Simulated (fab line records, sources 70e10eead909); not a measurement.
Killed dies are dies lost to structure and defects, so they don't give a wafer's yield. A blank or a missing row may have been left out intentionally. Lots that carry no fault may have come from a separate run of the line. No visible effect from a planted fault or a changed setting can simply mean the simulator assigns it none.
What tool caused it? / flow nand harc / Sampling: 24 lots, 72 wafers, 4 of 1302 route steps

== WHAT THE GAUGES SHOWED, per wafer ==
NHARC_A_SGD_CUT_CD_MEAS_09: the cd target is 100 nm.
lot=L074; measured=day 19 00:55; on=cd sem-02; cd nm (nm)=100.8 100.3 100.1
lot=L075; measured=day 18 23:59; on=cd sem-03; cd nm (nm)=100.1 100.4 99.5
lot=L076; measured=day 20 09:22; on=cd sem-02; cd nm (nm)=99.4 100.0 100.6
lot=L078; measured=day 20 15:53; on=cd sem-03; cd nm (nm)=100.0 100.0 99.3
lot=L077; measured=day 20 16:14; on=cd sem-01; cd nm (nm)=99.6 99.2 99.1
lot=L079; measured=day 20 19:08; on=cd sem-03; cd nm (nm)=100.0 99.4 100.0
lot=L081; measured=day 22 01:23; on=cd sem-03; cd nm (nm)=100.5 100.9 100.9
lot=L082; measured=day 22 13:35; on=cd sem-03; cd nm (nm)=99.3 98.7 99.6
lot=L080; measured=day 22 13:17; on=cd sem-02; cd nm (nm)=100.7 101.4 100.1
lot=L083; measured=day 22 21:54; on=cd sem-03; cd nm (nm)=99.2 100.2 100.3
lot=L085; measured=day 23 20:33; on=cd sem-02; cd nm (nm)=99.9 99.8 100.9
lot=L084; measured=day 24 15:55; on=cd sem-01; cd nm (nm)=100.4 99.5 99.7
lot=L086; measured=day 24 15:31; on=cd sem-01; cd nm (nm)=100.1 99.8 99.4
lot=L087; measured=day 24 15:46; on=cd sem-02; cd nm (nm)=100.1 99.1 98.3
lot=L088; measured=day 25 13:35; on=cd sem-02; cd nm (nm)=99.9 99.2 99.7
lot=L091; measured=day 25 16:53; on=cd sem-01; cd nm (nm)=100.4 101.1 100.6
lot=L089; measured=day 26 03:14; on=cd sem-01; cd nm (nm)=99.6 99.9 99.7
lot=L090; measured=day 25 13:50; on=cd sem-02; cd nm (nm)=100.1 99.6 99.7
lot=L092; measured=day 26 18:31; on=cd sem-01; cd nm (nm)=99.3 99.1 99.3
lot=L093; measured=day 27 18:22; on=cd sem-02; cd nm (nm)=100.1 99.9 101.3
lot=L095; measured=day 27 15:35; on=cd sem-03; cd nm (nm)=99.7 99.7 99.8
lot=L094; measured=day 27 16:14; on=cd sem-03; cd nm (nm)=99.7 99.8 100.1
lot=L096; measured=day 28 10:04; on=cd sem-03; cd nm (nm)=100.2 100.1 100.4
lot=L097; measured=day 28 15:19; on=cd sem-03; cd nm (nm)=99.4 100.7 99.8

NHARC_A_SGD_CUT_INSPECT_11.
lot=L074; measured=day 19 01:02; on=defect inspect-02; raw defect count=56 72 59
lot=L075; measured=day 19 00:07; on=defect inspect-02; raw defect count=26 18 18
lot=L076; measured=day 20 09:29; on=defect inspect-01; raw defect count=66 62 59
lot=L078; measured=day 20 16:01; on=defect inspect-02; raw defect count=114 136 121
lot=L077; measured=day 20 16:22; on=defect inspect-02; raw defect count=20 30 21
lot=L079; measured=day 20 19:16; on=defect inspect-01; raw defect count=80 78 60
lot=L081; measured=day 22 01:31; on=defect inspect-02; raw defect count=29 19 31
lot=L082; measured=day 22 13:42; on=defect inspect-02; raw defect count=56 67 80
lot=L080; measured=day 22 13:24; on=defect inspect-02; raw defect count=55 64 69
lot=L083; measured=day 22 22:01; on=defect inspect-01; raw defect count=40 34 36
lot=L085; measured=day 23 20:40; on=defect inspect-01; raw defect count=17 10 18
lot=L084; measured=day 24 16:02; on=defect inspect-01; raw defect count=75 68 89
lot=L086; measured=day 24 15:39; on=defect inspect-01; raw defect count=66 57 47
lot=L087; measured=day 24 15:53; on=defect inspect-02; raw defect count=19 23 24
lot=L088; measured=day 25 13:43; on=defect inspect-02; raw defect count=39 45 43
lot=L091; measured=day 25 17:00; on=defect inspect-01; raw defect count=63 57 75
lot=L089; measured=day 26 03:21; on=defect inspect-01; raw defect count=58 55 57
lot=L090; measured=day 25 13:58; on=defect inspect-02; raw defect count=44 60 49
lot=L092; measured=day 26 18:38; on=defect inspect-02; raw defect count=52 56 62
lot=L093; measured=day 27 18:30; on=defect inspect-01; raw defect count=30 31 18
lot=L095; measured=day 27 15:43; on=defect inspect-02; raw defect count=18 15 11
lot=L094; measured=day 27 16:22; on=defect inspect-02; raw defect count=62 66 68
lot=L096; measured=day 28 10:11; on=defect inspect-01; raw defect count=81 76 68
lot=L097; measured=day 28 15:26; on=defect inspect-01; raw defect count=10 5 6

== TOOL THAT RAN EACH LOT (tool first, then ch and the chambers of the sampled wafers, then the start) ==
lot=L074; NHARC_A_STAIRCASE_ETCH_315=rie diel-11 ch 0,2, day 18 22:17 or earlier; NHARC_A_STAIRCASE_CMP_152=cmp-04 ch 1,2,3, day 18 22:17
lot=L075; NHARC_A_STAIRCASE_ETCH_315=rie diel-03 ch 2,3, day 18 21:28 or earlier; NHARC_A_STAIRCASE_CMP_152=cmp-03 ch 0,2,3, day 18 21:28
lot=L076; NHARC_A_STAIRCASE_ETCH_315=rie diel-03 ch 0,3, day 20 06:50 or earlier; NHARC_A_STAIRCASE_CMP_152=cmp-02 ch 0,2, day 20 06:50
lot=L078; NHARC_A_STAIRCASE_ETCH_315=rie diel-13 ch 0,1,3, day 20 13:27 or earlier; NHARC_A_STAIRCASE_CMP_152=cmp-04 ch 1,2,3, day 20 13:27
lot=L077; NHARC_A_STAIRCASE_ETCH_315=rie diel-13 ch 0,1,3, day 20 13:46 or earlier; NHARC_A_STAIRCASE_CMP_152=cmp-03 ch 0,1,2, day 20 13:46
lot=L079; NHARC_A_STAIRCASE_ETCH_315=rie diel-13 ch 0,1,3, day 20 16:40 or earlier; NHARC_A_STAIRCASE_CMP_152=cmp-04 ch 1,2,3, day 20 16:40
lot=L081; NHARC_A_STAIRCASE_ETCH_315=rie diel-11 ch 1,2, day 21 23:01 or earlier; NHARC_A_STAIRCASE_CMP_152=cmp-04 ch 0,1,2, day 21 23:01
lot=L082; NHARC_A_STAIRCASE_ETCH_315=rie diel-13 ch 0,2,3, day 22 11:02 or earlier; NHARC_A_STAIRCASE_CMP_152=cmp-02 ch 0,1,2, day 22 11:02
lot=L080; NHARC_A_STAIRCASE_ETCH_315=rie diel-13 ch 1,2, day 22 10:47 or earlier; NHARC_A_STAIRCASE_CMP_152=cmp-03 ch 0,1,3, day 22 10:47
lot=L083; NHARC_A_STAIRCASE_ETCH_315=rie diel-11 ch 0,1, day 22 19:25 or earlier; NHARC_A_STAIRCASE_CMP_152=cmp-02 ch 1,2,3, day 22 19:25
lot=L085; NHARC_A_STAIRCASE_ETCH_315=rie diel-13 ch 0,2, day 23 17:52 or earlier; NHARC_A_STAIRCASE_CMP_152=cmp-03 ch 1,2,3, day 23 17:52
lot=L084; NHARC_A_STAIRCASE_ETCH_315=rie diel-11 ch 0,2,3, day 24 13:24 or earlier; NHARC_A_STAIRCASE_CMP_152=cmp-03 ch 0,2, day 24 13:24
lot=L086; NHARC_A_STAIRCASE_ETCH_315=rie diel-13 ch 2,3, day 24 13:01 or earlier; NHARC_A_STAIRCASE_CMP_152=cmp-02 ch 2,3, day 24 13:01
lot=L087; NHARC_A_STAIRCASE_ETCH_315=rie diel-13 ch 0,1,3, day 24 13:10 or earlier; NHARC_A_STAIRCASE_CMP_152=cmp-03 ch 0,3, day 24 13:10
lot=L088; NHARC_A_STAIRCASE_ETCH_315=rie diel-03 ch 0,1,2, day 25 10:59 or earlier; NHARC_A_STAIRCASE_CMP_152=cmp-04 ch 0,2,3, day 25 10:59
lot=L091; NHARC_A_STAIRCASE_ETCH_315=rie diel-03 ch 1,2,3, day 25 13:58 or earlier; NHARC_A_STAIRCASE_CMP_152=cmp-04 ch 2,3, day 25 13:58
lot=L089; NHARC_A_STAIRCASE_ETCH_315=rie diel-11 ch 1,2,3, day 26 00:52 or earlier; NHARC_A_STAIRCASE_CMP_152=cmp-03 ch 0,2,3, day 26 00:52
lot=L090; NHARC_A_STAIRCASE_ETCH_315=rie diel-03 ch 0,1,2, day 25 11:16 or earlier; NHARC_A_STAIRCASE_CMP_152=cmp-02 ch 0,1, day 25 11:16
lot=L092; NHARC_A_STAIRCASE_ETCH_315=rie diel-11 ch 0,1,2, day 26 15:59 or earlier; NHARC_A_STAIRCASE_CMP_152=cmp-03 ch 1,3, day 26 15:59
lot=L093; NHARC_A_STAIRCASE_ETCH_315=rie diel-13 ch 1,2, day 27 15:47 or earlier; NHARC_A_STAIRCASE_CMP_152=cmp-02 ch 0,1,2, day 27 15:47
lot=L095; NHARC_A_STAIRCASE_ETCH_315=rie diel-13 ch 0,1,3, day 27 12:55 or earlier; NHARC_A_STAIRCASE_CMP_152=cmp-03 ch 0,1,2, day 27 12:55
lot=L094; NHARC_A_STAIRCASE_ETCH_315=rie diel-03 ch 0,2,3, day 27 13:38 or earlier; NHARC_A_STAIRCASE_CMP_152=cmp-04 ch 1,2,3, day 27 13:38
lot=L096; NHARC_A_STAIRCASE_ETCH_315=rie diel-13 ch 0,1,2, day 28 07:31 or earlier; NHARC_A_STAIRCASE_CMP_152=cmp-03 ch 1,2,3, day 28 07:31
lot=L097; NHARC_A_STAIRCASE_ETCH_315=rie diel-03 ch 1,3, day 28 12:40 or earlier; NHARC_A_STAIRCASE_CMP_152=cmp-04 ch 0,1, day 28 12:40
- NHARC_A_STAIRCASE_ETCH_315: etches the open film in C4F8/O2/Ar, target depth 2500 nm, time 607.1 s.
- NHARC_A_STAIRCASE_CMP_152: polishes.

== WHAT THE TOOLS THEMSELVES READ (means of the sampled wafers that have a number; where no wafer has one, the mark that the record gives instead) ==
NHARC_A_STAIRCASE_ETCH_315.
lot=L074; tool=rie diel-11; oes product au (a.u.)=0.928; rf vpp V (V)=1814
lot=L075; tool=rie diel-03; oes product au (a.u.)=0.925; rf vpp V (V)=1826
lot=L076; tool=rie diel-03; oes product au (a.u.)=0.931; rf vpp V (V)=1815
lot=L078; tool=rie diel-13; oes product au (a.u.)=0.932; rf vpp V (V)=1826
lot=L077; tool=rie diel-13; oes product au (a.u.)=0.930; rf vpp V (V)=1826
lot=L079; tool=rie diel-13; oes product au (a.u.)=0.938; rf vpp V (V)=1826
lot=L081; tool=rie diel-11; oes product au (a.u.)=0.930; rf vpp V (V)=1834
lot=L082; tool=rie diel-13; oes product au (a.u.)=0.930; rf vpp V (V)=1830
lot=L080; tool=rie diel-13; oes product au (a.u.)=0.936; rf vpp V (V)=1824
lot=L083; tool=rie diel-11; oes product au (a.u.)=0.919; rf vpp V (V)=1842
lot=L085; tool=rie diel-13; oes product au (a.u.)=0.949; rf vpp V (V)=1831
lot=L084; tool=rie diel-11; oes product au (a.u.)=0.921; rf vpp V (V)=1827
lot=L086; tool=rie diel-13; oes product au (a.u.)=0.943; rf vpp V (V)=1831
lot=L087; tool=rie diel-13; oes product au (a.u.)=0.925; rf vpp V (V)=1825
lot=L088; tool=rie diel-03; oes product au (a.u.)=0.929; rf vpp V (V)=1821
lot=L091; tool=rie diel-03; oes product au (a.u.)=0.927; rf vpp V (V)=1818
lot=L089; tool=rie diel-11; oes product au (a.u.)=0.927; rf vpp V (V)=1825
lot=L090; tool=rie diel-03; oes product au (a.u.)=0.930; rf vpp V (V)=1819
lot=L092; tool=rie diel-11; oes product au (a.u.)=0.919; rf vpp V (V)=1835
lot=L093; tool=rie diel-13; oes product au (a.u.)=0.927; rf vpp V (V)=1823
lot=L095; tool=rie diel-13; oes product au (a.u.)=0.927; rf vpp V (V)=1823
lot=L094; tool=rie diel-03; oes product au (a.u.)=0.928; rf vpp V (V)=1819
lot=L096; tool=rie diel-13; oes product au (a.u.)=0.929; rf vpp V (V)=1825
lot=L097; tool=rie diel-03; oes product au (a.u.)=0.936; rf vpp V (V)=1812

NHARC_A_STAIRCASE_CMP_152.
lot=L074; tool=cmp-04; motor current A (A)=11.7; slurry filter dp kPa (kPa)=13.46
lot=L075; tool=cmp-03; motor current A (A)=13.4; slurry filter dp kPa (kPa)=13.52
lot=L076; tool=cmp-02; motor current A (A)=14.7; slurry filter dp kPa (kPa)=13.54
lot=L078; tool=cmp-04; motor current A (A)=11.3; slurry filter dp kPa (kPa)=13.57
lot=L077; tool=cmp-03; motor current A (A)=13.0; slurry filter dp kPa (kPa)=13.43
lot=L079; tool=cmp-04; motor current A (A)=11.4; slurry filter dp kPa (kPa)=13.43
lot=L081; tool=cmp-04; motor current A (A)=12.6; slurry filter dp kPa (kPa)=13.52
lot=L082; tool=cmp-02; motor current A (A)=13.6; slurry filter dp kPa (kPa)=13.62
lot=L080; tool=cmp-03; motor current A (A)=13.0; slurry filter dp kPa (kPa)=13.51
lot=L083; tool=cmp-02; motor current A (A)=12.6; slurry filter dp kPa (kPa)=13.48
lot=L085; tool=cmp-03; motor current A (A)=12.4; slurry filter dp kPa (kPa)=13.42
lot=L084; tool=cmp-03; motor current A (A)=13.3; slurry filter dp kPa (kPa)=13.51
lot=L086; tool=cmp-02; motor current A (A)=11.9; slurry filter dp kPa (kPa)=13.50
lot=L087; tool=cmp-03; motor current A (A)=13.1; slurry filter dp kPa (kPa)=13.55
lot=L088; tool=cmp-04; motor current A (A)=11.9; slurry filter dp kPa (kPa)=13.56
lot=L091; tool=cmp-04; motor current A (A)=12.3; slurry filter dp kPa (kPa)=13.58
lot=L089; tool=cmp-03; motor current A (A)=13.0; slurry filter dp kPa (kPa)=13.59
lot=L090; tool=cmp-02; motor current A (A)=12.8; slurry filter dp kPa (kPa)=13.65
lot=L092; tool=cmp-03; motor current A (A)=12.0; slurry filter dp kPa (kPa)=13.41
lot=L093; tool=cmp-02; motor current A (A)=13.7; slurry filter dp kPa (kPa)=13.34
lot=L095; tool=cmp-03; motor current A (A)=13.1; slurry filter dp kPa (kPa)=13.52
lot=L094; tool=cmp-04; motor current A (A)=11.4; slurry filter dp kPa (kPa)=13.56
lot=L096; tool=cmp-03; motor current A (A)=12.6; slurry filter dp kPa (kPa)=13.41
lot=L097; tool=cmp-04; motor current A (A)=12.1; slurry filter dp kPa (kPa)=13.46

== THE ANSWER, worked out from the rows above alone ==
Rule: the usual values come from the lots themselves. Put in order of their means at a reading, lots are off if they are a third of the lots or fewer, leave a main group of 4 or more, and stand apart from it by a gap of 3 or more times the standard deviation of the main group's means; of several such gaps the widest counts. A main group whose means are all the same, to the digits that the tables above print for the reading, isn't used. A lot without any number at a reading at which 4 lots or more have one is off too. The other lots that the step has rows for count as sound. Order of review: gauges by route order, followed by the tools' own readings, for which a lot's mean as printed above is used. The first step at which some lot is off is used, and at that step the reading that is off furthest; a lot without a number counts as furthest.
No lot is off at any reading shown: from this, nothing can be told.

== WHAT THE SIMULATOR PUT IN ==
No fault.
